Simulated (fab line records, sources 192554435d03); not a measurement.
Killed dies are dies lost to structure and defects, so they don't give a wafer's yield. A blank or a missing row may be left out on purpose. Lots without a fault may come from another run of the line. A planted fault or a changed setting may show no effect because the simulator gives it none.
One fault seen from 2 desks | flow n5_finfet | each desk has only its own numbers; what lay behind them comes last

THE TOOL OWNER'S DESK: rie_metal-03
The tool's own readings at N5_MIM_TOP_ETCH_ETCH_00 (etches TiN in Cl2/BCl3, target depth 38.5 nm): means of the sampled wafers that have a number, for each lot that ran on this tool. A lot is out of limits, marked OUT, if its mean lies more than 4 standard deviations from the usual mean; the brackets give that distance.
Columns: A = bcl3_flow_sccm at N5_MIM_TOP_ETCH_ETCH_00, usual 21.75 sccm; B = bias_w at N5_MIM_TOP_ETCH_ETCH_00, usual 126.1 W; C = drypump_motor_current_A at N5_MIM_TOP_ETCH_ETCH_00, usual 5.99 A; D = oes_product_au at N5_MIM_TOP_ETCH_ETCH_00, usual 0.80 a.u.; E = throttle_valve_pct at N5_MIM_TOP_ETCH_ETCH_00, usual 22.62 %
lot  | first seen here | A     | B               | C    | D    | E
L315 | day 12 15:57    | 21.76 | 126.3           | 5.87 | 0.83 | 22.77
L319 | day 13 08:08    | 21.68 | 126.4           | 5.86 | 0.82 | 22.76
L324 | day 15 05:26    | 21.73 | 126.1           | 5.89 | 0.82 | 22.77
L327 | day 17 01:46    | 21.81 | 132.9 (+19) OUT | 5.94 | 0.83 | 22.67
L329 | day 17 06:30    | 21.81 | 132.9 (+19) OUT | 5.93 | 0.83 | 22.67
L332 | day 19 23:11    | 21.85 | 126.3           | 5.91 | 0.81 | 22.68
This desk's finding: out of limits on L327, L329; first on L327, day 17 01:46 (bias_w at N5_MIM_TOP_ETCH_ETCH_00). In limits: L315, L319, L324, L332.

THE DEFECT DESK
What the inspections along the route counted, lot by lot: means of the sampled wafers that have a number. A lot is out of limits, marked OUT, if its mean lies more than 4 standard deviations from the usual mean; the brackets give that distance.
Columns: A = raw_defect_count at N5_MIM_TOP_LITHO_INSPECT_12, usual 2.2
lot  | first seen here | A
L314 | day 12 05:32    | 3.0
L315 | day 12 15:49    | 1.3
L319 | day 13 08:01    | 0.7
L324 | day 15 05:17    | 1.7
L327 | day 17 01:39    | 2.0
L329 | day 17 06:17    | 3.7
L330 | day 18 03:07    | 0.7
L331 | day 18 12:41    | 2.3
L333 | day 18 18:04    | 3.0
L334 | day 19 17:43    | 1.3
L332 | day 19 23:04    | 2.3
This desk's finding: nothing out of limits on any of the 11 lots.

PUT TOGETHER
The tool owner's desk could have raised an alarm at day 17 01:46, on L327, L329.
The defect desk saw nothing out of limits.
The defect desk has L327, L329 on record, within its limits.
Of the lots named, all ran N5_MIM_TOP_ETCH_ETCH_00 on rie_metal-03.

WHAT THE SIMULATOR HAD PUT IN
Process parameter drift: rie_metal-03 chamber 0, from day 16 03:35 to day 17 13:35, at N5_MIM_TOP_ETCH_ETCH_00. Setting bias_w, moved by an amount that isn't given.
Lots struck among those shown: L327, L329.
Hours from the fault's start to each desk's first reading out of limits: the tool owner's desk, 22.
